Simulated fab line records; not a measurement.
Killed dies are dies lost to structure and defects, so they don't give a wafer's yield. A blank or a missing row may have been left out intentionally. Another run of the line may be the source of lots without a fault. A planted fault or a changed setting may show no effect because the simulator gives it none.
fab line records	flow nand-harc
[record] lots = 7	wafers = 21	last-day = 33
route steps=1302 shown A_CHANNEL_HOLE_D2@609 A_CHANNEL_FILL_D2@610 END@1302
lots that met no fault: from a run of the same line without faults
start-h: start of the lot's first displayed wafer, in hours after the record's first day	wait-h: hours since the lot's step before	" the same as in the row above	L1.1+2: several wafers, shown together as one row	- either no value or no given start	* or withheld: withheld	< > ~ a bound
route shown NAME@n: NAME is a module with steps in the file, n the number in the route of the first one	usual: the fault-free wafers' mean and standard deviation	same: alike in all rows	chamber/n: place in a boat	sites: readings site by site	_std_site: standard deviation of those values	_edge_site: the outer-site mean with the inner-site mean subtracted	radius-mm: for every site, how far away it sits from the centre of the wafer	mask NAME#n: copy n	behind: the most recent tool/chamber to have shaped the wafer	hold: why the lot went on hold/how many hours it stayed there/how the hold came to an end	device: names the non-switching transistor (n, p or np)	end of line: the route-end tests of the same wafers	for a step that has no rows: nothing shown but its recipe	killed: dies lost to structure and defects at the first sort, not the wafer's yield	map: a wafer's dies, marking killed ones x, the rest . and places with no die _
set.NAME: setting as actually run; set.NAME@STEP: the setting as run at that earlier step	model.NAME: the simulator's own value behind a step, which no gauge read
lots at selected steps of the route; one table per step, one row per wafer
services: a tool's chamber out of use, with start hour (start-h, from the record's first day; less than 0 if before it), hours out, and reason
[[steps]]
[step NHARC_A_CHANNEL_HOLE_D2_INSPECT_40]
[usual] raw-defect-count = 285/86
lot.wafer	tool	chamber	start-h	wait-h	raw-defect-count
L470.1	defect-inspect-02	-	296.38	-	224
L470.2	"	-	"	"	367
L470.5	"	-	"	"	373
L482.3	defect-inspect-01	-	418.46	-	203
L482.4	"	-	"	"	270
L482.5	"	-	"	"	283
L483.1	defect-inspect-01	-	426.94	-	185
L483.4	"	-	"	"	199
L483.5	"	-	"	"	196
L484.1	defect-inspect-01	-	445.24	-	257
L484.3	"	-	"	"	280
L484.6	"	-	"	"	345
L491.1	defect-inspect-01	-	510.20	-	343
L491.2	"	-	"	"	329
L491.4	"	-	"	"	275
L492.1	defect-inspect-01	-	522.35	-	196
L492.2	"	-	"	"	303
L492.3	"	-	"	"	316
L493.1	defect-inspect-02	-	526.33	-	266
L493.2	"	-	"	"	213
L493.4	"	-	"	"	212
[step NHARC_A_CHANNEL_FILL_D2_PRECLEAN_00]
[recipe] time-s = *	temp-c = 50	bath-age-min = 0	chemistry = SC1
[step NHARC_A_CHANNEL_FILL_D2_SRD_01]
[step NHARC_A_CHANNEL_FILL_D2_ALD_02]
[recipe] target-thk-a = 60	pulse-time-s = 10	ald-cycles = 60	temp-c = 300	material = SiO2
[step NHARC_A_CHANNEL_FILL_D2_ALD_03]
[recipe] target-thk-a = 60	pulse-time-s = 60	ald-cycles = 58	temp-c = 630	pressure-torr = 2	material = SiNx
[usual] precursor-pulse-height-rel = 0.999/0.021
lot.wafer	tool	chamber	start-h	wait-h	precursor-pulse-height-rel
L470.1	ald-sin-batch-03	0	-	-	0.988
L470.2	"	0	"	"	1.012
L470.5	"	0	"	"	1.012
L482.3	ald-sin-batch-03	0	-	-	1.043
L482.4	"	0	"	"	1.004
L482.5	"	0	"	"	0.997
L483.1	ald-sin-batch-03	0	-	-	1.054
L483.4	"	0	"	"	1.027
L483.5	"	0	"	"	0.996
L484.1	ald-sin-batch-03	0	-	-	0.993
L484.3	"	0	"	"	1.021
L484.6	"	0	"	"	1.018
L491.1	ald-sin-batch-02	0	-	-	0.993
L491.2	"	0	"	"	1.030
L491.4	"	0	"	"	1.003
L492.1	ald-sin-batch-02	0	-	-	1.011
L492.2	"	0	"	"	0.976
L492.3	"	0	"	"	0.972
L493.1	ald-sin-batch-02	0	-	-	0.995
L493.2	"	0	"	"	1.004
L493.4	"	0	"	"	0.971
[step NHARC_A_CHANNEL_FILL_D2_ALD_14]
[recipe] target-thk-a = 25	pulse-time-s = 10	ald-cycles = 25	temp-c = 300	material = SiO2
[usual] heater-power-w = 452/48	precursor-pulse-height-rel = 1.001/0.02
lot.wafer	tool	chamber	start-h	wait-h	heater-power-w	precursor-pulse-height-rel
L470.1	ald-hk-02	0	303.65	0.0	483	1.014
L470.2	"	3	"	"	475	0.989
L470.5	"	1	"	"	464	0.996
L482.3	ald-hk-02	3	425.72	0.1	481	1.015
L482.4	"	1	"	"	463	1.002
L482.5	"	3	"	"	461	0.955
L483.1	ald-hk-01	3	434.16	0.1	447	0.991
L483.4	"	0	"	"	500	1.006
L483.5	"	2	"	"	481	0.986
L484.3	ald-hk-03	3	452.48	0.0	448	1.011
L484.1	"	0	"	"	550	0.987
L484.6	"	0	"	"	541	0.970
L491.1	ald-hk-01	1	517.43	0.1	431	1.030
L491.2	"	2	"	"	511	1.014
L491.4	"	3	"	"	446	1.005
L492.1	ald-hk-03	1	529.36	0.0	383	0.970
L492.3	"	2	"	"	415	1.021
L492.2	"	3	"	"	455	0.983
L493.4	ald-hk-03	2	533.52	0.0	418	0.996
L493.1	"	0	"	"	549	0.993
L493.2	"	1	"	"	382	0.983
[step NHARC_A_CHANNEL_FILL_D2_ALD_15]
[recipe] target-thk-a = 20	pulse-time-s = 60	ald-cycles = 19	temp-c = 630	pressure-torr = 2	material = SiNx
[step NHARC_A_CHANNEL_FILL_D2_ALD_16]
[recipe] target-thk-a = 15	pulse-time-s = 10	ald-cycles = 15	temp-c = 300	material = SiO2
[usual] heater-power-w = 453/43	precursor-pulse-height-rel = 1.004/0.019
lot.wafer	tool	chamber	start-h	wait-h	heater-power-w	precursor-pulse-height-rel
L470.1	ald-hk-02	3	309.78	0.1	459	1.032
L470.2	"	1	"	"	448	0.999
L470.5	"	3	"	"	468	1.024
L482.3	ald-hk-03	3	432.07	0.1	451	0.990
L482.4	"	0	"	"	549	1.006
L482.5	"	3	"	"	459	1.026
L483.1	ald-hk-02	1	439.43	0.2	462	1.023
L483.4	"	3	"	"	473	1.038
L483.5	"	0	"	"	474	0.999
L484.1	ald-hk-03	2	457.65	0.0	427	1.021
L484.3	"	0	"	"	571	0.991
L484.6	"	3	"	"	450	1.043
L491.4	ald-hk-03	2	522.53	0.0	423	0.999
L491.2	"	3	"	"	455	0.995
L491.1	"	1	"	"	373	1.033
L492.1	ald-hk-01	0	534.53	0.0	479	0.953
L492.2	"	1	"	"	433	1.016
L492.3	"	2	"	"	529	0.983
L493.1	ald-hk-02	0	538.71	0.0	470	0.975
L493.4	"	2	"	"	390	1.008
L493.2	"	3	"	"	482	0.985
[step NHARC_A_CHANNEL_FILL_D2_ANNEAL_17]
[recipe] temp-c = 850	time-s = 1800
[step NHARC_A_CHANNEL_FILL_D2_CVD_18]
[recipe] target-thk-a = 30	temp-c = 550	material = poly-Si
[step NHARC_A_CHANNEL_FILL_D2_ETCHBACK_19]
[recipe] target-depth-a = 50	time-s = 1.7	hbr-flow-sccm = 150	cl2-flow-sccm = 50	rf-w = 400	icp-w = 400	bias-w = 100	chemistry = HBr/Cl2
[usual] drypump-motor-current-A = 5.7/0.51	oes-product-au = 1.002/0.01	throttle-valve-pct = 26.406/0.0087
lot.wafer	tool	chamber	start-h	wait-h	drypump-motor-current-A	oes-product-au	rf-hours-counter-h	throttle-valve-pct
L470.1	rie-si-03	3	322.42	0.4	6.4	1.002	0.6	26.390
L470.2	"	1	"	"	5.2	1.011	0.7	26.407
L470.5	"	3	"	"	6.4	1.010	-	26.382
L482.4	rie-si-04	0	446.15	0.4	5.8	0.987	0.6	26.402
L482.3	"	2	"	"	5.7	0.987	0.6	26.405
L482.5	"	0	"	"	5.8	0.992	-	26.407
L483.4	rie-si-05	3	450.72	0.4	5.8	0.988	0.9	26.423
L483.1	"	1	"	"	6.5	1.004	0.8	26.410
L483.5	"	3	"	"	5.8	0.996	-	26.423
L484.1	rie-si-05	1	469.62	0.4	6.5	1.013	0.9	26.390
L484.3	"	3	"	"	5.8	0.987	1.1	26.402
L484.6	"	0	"	"	5.3	0.997	-	26.402
L491.4	rie-si-03	3	537.55	0.4	6.4	1.013	0.7	26.421
L491.2	"	0	"	"	4.9	1.002	0.8	26.413
L491.1	"	2	"	"	5.6	1.013	0.8	26.399
L492.3	rie-si-03	1	545.78	0.4	5.2	1.000	1.0	26.413
L492.2	"	2	"	"	5.6	1.001	0.8	26.410
L492.1	"	0	"	"	4.9	0.996	0.9	26.417
L493.2	rie-si-03	0	550.64	0.4	4.9	1.000	1.0	26.404
L493.4	"	1	"	"	5.1	0.998	1.1	26.402
L493.1	"	2	"	"	5.6	1.007	0.9	26.416
[step NHARC_A_CHANNEL_FILL_D2_ETCHBACK_20]
[recipe] target-depth-a = 270	time-s = 13.5	c4f8-flow-sccm = withheld	o2-flow-sccm = 8	ar-flow-sccm = withheld	rf-w = 600	bias-w = 1500	chemistry = C4F8/O2/Ar
[usual] oes-product-au = 0.984/0.028	rf-vpp-V = 980/4.8
lot.wafer	tool	chamber	start-h	wait-h	oes-product-au	rf-hours-counter-h	rf-vpp-V
L470.1	rie-diel-05	3	322.57	-	1.008	3	979
L470.2	"	0	"	"	1.009	2	983
L470.5	"	1	"	"	0.986	-	975
L482.3	rie-diel-02	3	446.30	-	1.007	1	983
L482.4	"	0	"	"	1.001	1	972
L482.5	"	2	"	"	1.014	-	975
L483.1	rie-diel-05	1	450.86	-	0.991	1	974
L483.4	"	2	"	"	0.998	1	982
L483.5	"	0	"	"	0.995	-	981
L484.1	rie-diel-05	0	469.74	-	0.965	2	983
L484.3	"	1	"	"	0.969	1	974
L484.6	"	3	"	"	0.980	-	978
L491.1	rie-diel-02	1	537.68	-	0.988	4	988
L491.2	"	3	"	"	0.977	4	982
L491.4	"	0	"	"	0.980	4	972
L492.2	rie-diel-05	3	545.91	-	0.978	4	977
L492.3	"	1	"	"	0.976	3	975
L492.1	"	2	"	"	0.976	4	983
L493.4	rie-diel-02	1	550.76	-	0.917	4	987
L493.1	"	3	"	"	0.909	4	982
L493.2	"	0	"	"	0.922	4	972
[step NHARC_A_CHANNEL_FILL_D2_STRIP_28]
[recipe] time-s = 20	o2-flow-sccm = 500	ar-flow-sccm = 0	bias-w = 0	chemistry = O2
[usual] bias-w = 0/0	chamber-pressure-mTorr = 60.00/0.053	drypump-motor-current-A = 6.0/0.51	oes-product-au = 1.000/0.0096	rf-vpp-V = 58.0/0.95	showerhead-plenum-p-Torr = 3.57/0.12	throttle-valve-pct = 17.036/0.0091
lot.wafer	tool	chamber	start-h	wait-h	bias-w	chamber-pressure-mTorr	drypump-motor-current-A	oes-product-au	rf-hours-counter-h	rf-vpp-V	showerhead-plenum-p-Torr	throttle-valve-pct
L470.1	rie-diel-05	1	322.64	0.1	0	60.07	6.5	0.982	3	57.1	3.42	17.050
L470.2	"	3	"	"	0	59.92	4.8	1.013	3	58.5	3.53	17.049
L470.5	"	2	"	"	0	60.08	5.6	0.991	-	58.7	3.62	17.034
L482.4	rie-diel-02	2	446.37	0.1	-	-	-	-	-	-	-	-
L482.3	"	0	"	"	-	-	-	-	-	-	-	-
L482.5	"	3	"	"	-	-	-	-	-	-	-	-
L483.1	rie-diel-05	1	450.94	0.1	-	-	-	-	-	-	-	-
L483.4	"	3	"	"	-	-	-	-	-	-	-	-
L483.5	"	1	"	"	-	-	-	-	-	-	-	-
L484.1	rie-diel-05	0	469.83	0.1	-	-	-	-	-	-	-	-
L484.3	"	2	"	"	-	-	-	-	-	-	-	-
L484.6	"	0	"	"	-	-	-	-	-	-	-	-
L491.4	rie-diel-02	2	537.77	0.1	0	60.05	6.4	1.001	4	57.4	3.49	17.046
L491.2	"	3	"	"	0	60.01	5.6	0.982	4	58.4	3.64	17.046
L491.1	"	0	"	"	0	60.08	6.4	0.997	4	57.6	3.40	17.048
L492.2	rie-diel-05	1	546.00	0.1	0	60.00	6.4	0.990	3	59.2	3.42	17.029
L492.3	"	3	"	"	0	60.01	4.8	0.995	4	57.2	3.53	17.039
L492.1	"	0	"	"	0	60.04	6.1	0.982	4	58.9	3.65	17.020
L493.4	rie-diel-02	1	550.85	0.1	0	59.97	6.2	1.003	4	58.7	3.75	17.057
L493.1	"	2	"	"	0	60.01	6.4	0.995	4	56.8	3.49	17.027
L493.2	"	0	"	"	0	59.87	6.4	1.004	4	58.0	3.40	17.038
[step NHARC_A_CHANNEL_FILL_D2_PRECLEAN_21]
[recipe] time-s = 30	chemistry = dHF
[step NHARC_END_SORT_01]
[recipe] temp-c = 25
[usual] killed-at-array = 49/18	killed-at-other = 0.7/1.1	killed-at-periphery = 4.0/2.6	killed-dies = 54/19	killed-open = 3.4/1.7	killed-short = 2.5/1.7
[same] gross-dies = 677
lot.wafer	tool	chamber	start-h	wait-h	hold	killed-at-array	killed-at-other	killed-at-periphery	killed-dies	killed-open	killed-short
L483.1	prober-01	0	678.99	2.5	await-dispo/1.8h/scrap	663	1	13	677	2	0
L483.4	prober-01	0	681.41	3.4	await-dispo/1.8h/scrap	665	0	12	677	3	6
L483.5	prober-01	0	682.21	3.7	await-dispo/1.8h/scrap	666	1	10	677	3	1
L482.3	prober-02	0	680.68	3.2	await-dispo/3.4h/scrap	673	0	4	677	3	2
L482.4	prober-02	0	681.50	3.5	await-dispo/3.4h/scrap	671	0	6	677	2	3
L482.5	prober-02	0	682.31	3.8	await-dispo/3.4h/scrap	671	0	6	677	3	1
L484.1	prober-01	0	692.48	2.5	await-dispo/3.4h/scrap	669	0	8	677	3	3
L484.3	prober-01	0	694.08	3.1	await-dispo/3.4h/scrap	671	0	6	677	6	4
L484.6	prober-01	0	696.49	4.0	await-dispo/3.4h/scrap	670	1	6	677	4	4
L491.1	prober-02	0	770.69	2.5	-	49	0	5	54	3	4
L491.2	prober-02	0	771.51	2.8	-	51	4	1	56	0	1
L491.4	prober-02	0	773.13	3.4	-	50	1	1	52	3	2
// killed by level:class
L483.1 A_CHANNEL_FILL_D2:area-strip=602 A_CHANNEL_HOLE_D1:chamber-film-flake=27 A_SLIT:chamber-film-flake=15 A_CONTACT:chamber-film-flake=14 P_CONTACT:chamber-film-flake=6 P_GATE:chamber-film-flake=3 P_ZERO_WELL:chamber-film-flake=2 A_STAIRCASE:chamber-film-flake=2
L482.3 A_CHANNEL_FILL_D2:area-strip=646 A_CHANNEL_HOLE_D2:chamber-film-flake=10 A_CHANNEL_HOLE_D1:chamber-film-flake=8 A_STAIRCASE:chamber-film-flake=4 A_CONTACT:chamber-film-flake=2 P_CONTACT:geometric-particle:short=1 P_CONTACT:geometric-particle:open=1 P_M1:geometric-particle:open=1
L483.4 A_CHANNEL_FILL_D2:area-strip=604 A_SLIT:chamber-film-flake=24 A_CHANNEL_HOLE_D1:chamber-film-flake=16 A_CONTACT:chamber-film-flake=10 P_ZERO_WELL:chamber-film-flake=4 P_GATE:chamber-film-flake=2 P_M2:chamber-film-flake=2 A_STAIRCASE:chamber-film-flake=2
L482.4 A_CHANNEL_FILL_D2:area-strip=640 A_CHANNEL_HOLE_D2:chamber-film-flake=17 A_CHANNEL_HOLE_D1:chamber-film-flake=5 P_GATE:chamber-film-flake=2 A_ZERO_WELL:chamber-film-flake=2 A_SLIT:chamber-film-flake=2 P_GATE:geometric-particle:open=1 P_CONTACT:geometric-particle:short=1
L483.5 A_CHANNEL_FILL_D2:area-strip=582 A_CHANNEL_HOLE_D1:chamber-film-flake=35 A_SLIT:chamber-film-flake=32 A_CONTACT:chamber-film-flake=10 P_CONTACT:chamber-film-flake=4 A_STAIRCASE:chamber-film-flake=3 P_GATE:chamber-film-flake=2 A_CHANNEL_FILL_D1:chamber-film-flake=2
L482.5 A_CHANNEL_FILL_D2:area-strip=649 A_CHANNEL_HOLE_D2:chamber-film-flake=10 A_CHANNEL_HOLE_D1:chamber-film-flake=4 A_STAIRCASE:chamber-film-flake=3 P_M0:geometric-particle:open=2 P_ZERO_WELL:chamber-film-flake=2 A_SLIT:chamber-film-flake=2 A_CHANNEL_FILL_D2:geometric-particle:open=1
L484.1 A_CHANNEL_FILL_D2:area-strip=606 A_CHANNEL_HOLE_D1:chamber-film-flake=30 A_CHANNEL_HOLE_D2:chamber-film-flake=22 P_GATE:chamber-film-flake=3 A_STAIRCASE:chamber-film-flake=3 P_ZERO_WELL:chamber-film-flake=2 A_SLIT:chamber-film-flake=2 A_CONTACT:chamber-film-flake=2
L484.3 A_CHANNEL_FILL_D2:area-strip=591 A_CHANNEL_HOLE_D1:chamber-film-flake=35 A_CHANNEL_HOLE_D2:chamber-film-flake=23 A_CONTACT:chamber-film-flake=6 P_GATE:chamber-film-flake=3 A_SLIT:chamber-film-flake=3 A_STAIRCASE:chamber-film-flake=3 A_WL_FILL:geometric-particle:open=2
L484.6 A_CHANNEL_FILL_D2:area-strip=624 A_CHANNEL_HOLE_D1:chamber-film-flake=17 A_CHANNEL_HOLE_D2:chamber-film-flake=13 A_CONTACT:chamber-film-flake=5 P_GATE:chamber-film-flake=4 A_STAIRCASE:chamber-film-flake=3 A_ONON_D1:geometric-particle:open=1 A_CHANNEL_HOLE_D1:geometric-particle:open=1
L491.1 A_CHANNEL_HOLE_D2:chamber-film-flake=21 A_SLIT:chamber-film-flake=8 A_CHANNEL_HOLE_D1:chamber-film-flake=7 A_CONTACT:chamber-film-flake=7 A_WL_FILL:chamber-film-flake=2 P_STI:geometric-particle:short=1 P_GATE:geometric-particle:short=1 P_M0:geometric-particle:open=1
L491.2 A_CHANNEL_HOLE_D2:chamber-film-flake=24 A_CHANNEL_HOLE_D1:chamber-film-flake=15 A_CONTACT:chamber-film-flake=6 THIN_TSV:chamber-film-flake=4 A_SLIT:chamber-film-flake=3 A_CHANNEL_FILL_D1:geometric-particle:short=1 P_ZERO_WELL:chamber-film-flake=1 A_DECK1_JOINT:chamber-film-flake=1
L491.4 A_CHANNEL_HOLE_D2:chamber-film-flake=24 A_CHANNEL_HOLE_D1:chamber-film-flake=11 A_CONTACT:chamber-film-flake=7 A_CHANNEL_FILL_D1:geometric-particle:short=2 A_STAIRCASE:chamber-film-flake=2 A_SLIT:chamber-film-flake=2 P_M0:geometric-particle:open=1 A_CHANNEL_FILL_D1:geometric-particle:open=1
// map L482.3 (x killed, . not)
____________x____________
_________xxxxxxx_________
_______xxxxxxxxxxx_______
______xxxxxxxxxxxxx______
_____xxxxxxxxxxxxxxx_____
____xxxxxxxxxxxxxxxxx____
____xxxxxxxxxxxxxxxxx____
___xxxxxxxxxxxxxxxxxxx___
___xxxxxxxxxxxxxxxxxxx___
__xxxxxxxxxxxxxxxxxxxxx__
__xxxxxxxxxxxxxxxxxxxxx__
_xxxxxxxxxxxxxxxxxxxxxxx_
_xxxxxxxxxxxxxxxxxxxxxxx_
_xxxxxxxxxxxxxxxxxxxxxxx_
_xxxxxxxxxxxxxxxxxxxxxxx_
_xxxxxxxxxxxxxxxxxxxxxxx_
xxxxxxxxxxxxxxxxxxxxxxxxx
xxxxxxxxxxxxxxxxxxxxxxxxx
xxxxxxxxxxxxxxxxxxxxxxxxx
xxxxxxxxxxxxxxxxxxxxxxxxx
xxxxxxxxxxxxxxxxxxxxxxxxx
_xxxxxxxxxxxxxxxxxxxxxxx_
_xxxxxxxxxxxxxxxxxxxxxxx_
_xxxxxxxxxxxxxxxxxxxxxxx_
_xxxxxxxxxxxxxxxxxxxxxxx_
_xxxxxxxxxxxxxxxxxxxxxxx_
__xxxxxxxxxxxxxxxxxxxxx__
__xxxxxxxxxxxxxxxxxxxxx__
___xxxxxxxxxxxxxxxxxxx___
___xxxxxxxxxxxxxxxxxxx___
____xxxxxxxxxxxxxxxxx____
____xxxxxxxxxxxxxxxxx____
_____xxxxxxxxxxxxxxx_____
______xxxxxxxxxxxxx______
_______xxxxxxxxxxx_______
_________xxxxxxx_________
____________x____________
// map L483.1 (x killed, . not)
____________x____________
_________xxxxxxx_________
_______xxxxxxxxxxx_______
______xxxxxxxxxxxxx______
_____xxxxxxxxxxxxxxx_____
____xxxxxxxxxxxxxxxxx____
____xxxxxxxxxxxxxxxxx____
___xxxxxxxxxxxxxxxxxxx___
___xxxxxxxxxxxxxxxxxxx___
__xxxxxxxxxxxxxxxxxxxxx__
__xxxxxxxxxxxxxxxxxxxxx__
_xxxxxxxxxxxxxxxxxxxxxxx_
_xxxxxxxxxxxxxxxxxxxxxxx_
_xxxxxxxxxxxxxxxxxxxxxxx_
_xxxxxxxxxxxxxxxxxxxxxxx_
_xxxxxxxxxxxxxxxxxxxxxxx_
xxxxxxxxxxxxxxxxxxxxxxxxx
xxxxxxxxxxxxxxxxxxxxxxxxx
xxxxxxxxxxxxxxxxxxxxxxxxx
xxxxxxxxxxxxxxxxxxxxxxxxx
xxxxxxxxxxxxxxxxxxxxxxxxx
_xxxxxxxxxxxxxxxxxxxxxxx_
_xxxxxxxxxxxxxxxxxxxxxxx_
_xxxxxxxxxxxxxxxxxxxxxxx_
_xxxxxxxxxxxxxxxxxxxxxxx_
_xxxxxxxxxxxxxxxxxxxxxxx_
__xxxxxxxxxxxxxxxxxxxxx__
__xxxxxxxxxxxxxxxxxxxxx__
___xxxxxxxxxxxxxxxxxxx___
___xxxxxxxxxxxxxxxxxxx___
____xxxxxxxxxxxxxxxxx____
____xxxxxxxxxxxxxxxxx____
_____xxxxxxxxxxxxxxx_____
______xxxxxxxxxxxxx______
_______xxxxxxxxxxx_______
_________xxxxxxx_________
____________x____________
[[services]]
tool	chamber	start-h	hours	kind
rie-si-05	0	284.65	6.4	repair
rie-diel-02	1	285.05	5.2	repair
rie-diel-05	0	295.10	22.1	repair
rie-si-03	2	301.61	7.5	repair
rie-si-05	-	305.00	9.0	pm
rie-si-04	-	342.00	9.0	pm
ald-hk-02	-	350.20	10.0	pm
ald-hk-03	-	392.15	10.0	pm
rie-diel-02	-	393.70	9.0	pm
rie-si-03	-	398.00	9.0	pm
rie-diel-02	0	403.43	6.3	repair
rie-diel-05	-	406.60	9.0	pm
rie-si-04	3	415.92	6.6	repair
rie-diel-05	1	441.24	4.0	repair
rie-diel-05	0	444.62	1.9	repair
ald-hk-01	-	481.47	10.0	pm
rie-si-03	3	481.92	1.2	repair
rie-si-05	-	482.00	9.0	pm
rie-diel-05	-	494.02	0.2	repair
rie-si-03	1	504.82	2.0	repair
rie-si-04	1	509.69	2.8	repair
ald-hk-02	-	528.20	10.0	pm
rie-diel-02	0	542.29	1.4	repair
rie-diel-05	2	548.54	9.1	repair
[[key]]
[first-sign] step = NHARC_A_CHANNEL_FILL_D2_STRIP_28	reading = tool-record	direction = missing
[effect] step = NHARC_END_SORT_01	reading = killed-at-array	direction = up	sigmas = 34	usual = 49	struck = 669
[more-kills-born-at] NHARC_A_CHANNEL_FILL_D2_STRIP_28@rie-diel-05 = 3609	NHARC_A_CHANNEL_FILL_D2_STRIP_28@rie-diel-02 = 1935
met-at NHARC_A_CHANNEL_FILL_D2_STRIP_28
struck-wafers L482.3,L482.4,L482.5,L483.1,L483.4,L483.5,L484.1,L484.3,L484.6
later-rows-left-out L482.3,L482.4,L482.5,L483.1,L483.4,L483.5,L484.1,L484.3,L484.6
tester-left-out L482,L483,L484
onset-between 322.64 446.37
[fault] kind = skipped-step-whole	tool = rie-diel-02,rie-diel-05	chamber = -	onset-h = 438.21	steps = NHARC_A_CHANNEL_FILL_D2_STRIP_28	scope = struck-lots-only
// tester-left-out: of these lots the tester's yield and bins aren't shown, on N5 and GAA mostly nor the transistor test; their killed dies are dies lost to structure and defects alone, not to doping, threshold or leakage, so they don't give the yield
// later-rows-left-out: the simulator's readings of these wafers behind a module that went badly wrong aren't trusted and aren't shown, but for the sort
